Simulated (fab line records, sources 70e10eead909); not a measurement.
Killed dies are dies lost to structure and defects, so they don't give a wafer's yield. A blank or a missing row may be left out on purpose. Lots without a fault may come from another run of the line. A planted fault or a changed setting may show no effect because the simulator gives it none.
Chamber matching | flow nand_harc | NHARC_A_M0_STRIP_18 on rie_diel-12: 4 sister chambers
The step strips in N2/H2. 4 wafers are shown with their chamber, then 12 later ones without.

WAFERS WITH THEIR CHAMBER
wafer  | chamber | drypump_motor_current_A (A)
L091.3 | 0       | 5.8
L091.4 | 1       | 6.5
L092.2 | 2       | 5.8
L092.5 | 3       | 6.1

WAFERS WITHOUT THEIR CHAMBER
wafer  | drypump_motor_current_A (A)
L093.1 | 6.1
L093.3 | 6.5
L093.4 | 5.8
L096.1 | 5.9
L096.2 | 6.1
L096.6 | 5.8
L095.3 | 6.1
L095.4 | 5.9
L095.6 | 6.5
L097.1 | 5.8
L097.2 | 5.8
L097.4 | 6.1

WHICH CHAMBER EACH WENT THROUGH
wafer  | from the rows above     | in truth
L093.1 | 3                       | 3
L093.3 | 1                       | 1
L093.4 | can't be placed: 0 or 2 | 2
L096.1 | can't be placed: 0 or 2 | 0
L096.2 | 3                       | 3
L096.6 | can't be placed: 0 or 2 | 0
L095.3 | 3                       | 3
L095.4 | can't be placed: 0 or 2 | 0
L095.6 | 1                       | 1
L097.1 | can't be placed: 0 or 2 | 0
L097.2 | can't be placed: 0 or 2 | 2
L097.4 | 3                       | 3
Placed correctly: 6 of 12. Can't be placed from these rows: 6 (the true chamber is among the candidates in 6). Placed wrongly: 0.
How it was worked out, from the rows above alone: a wafer's distance from a chamber is the root of the sum, over the readings, of the square of ((its reading less the chamber's mean) divided by the reading's scatter). The wafer belongs to the nearest chamber; if the next one is less than 2 further off, it can't be placed. A chamber's mean is the mean of its shown wafers. The scatter: with one shown wafer a chamber, the root of the mean of the squares of how far each hidden wafer lies from its nearest shown one.
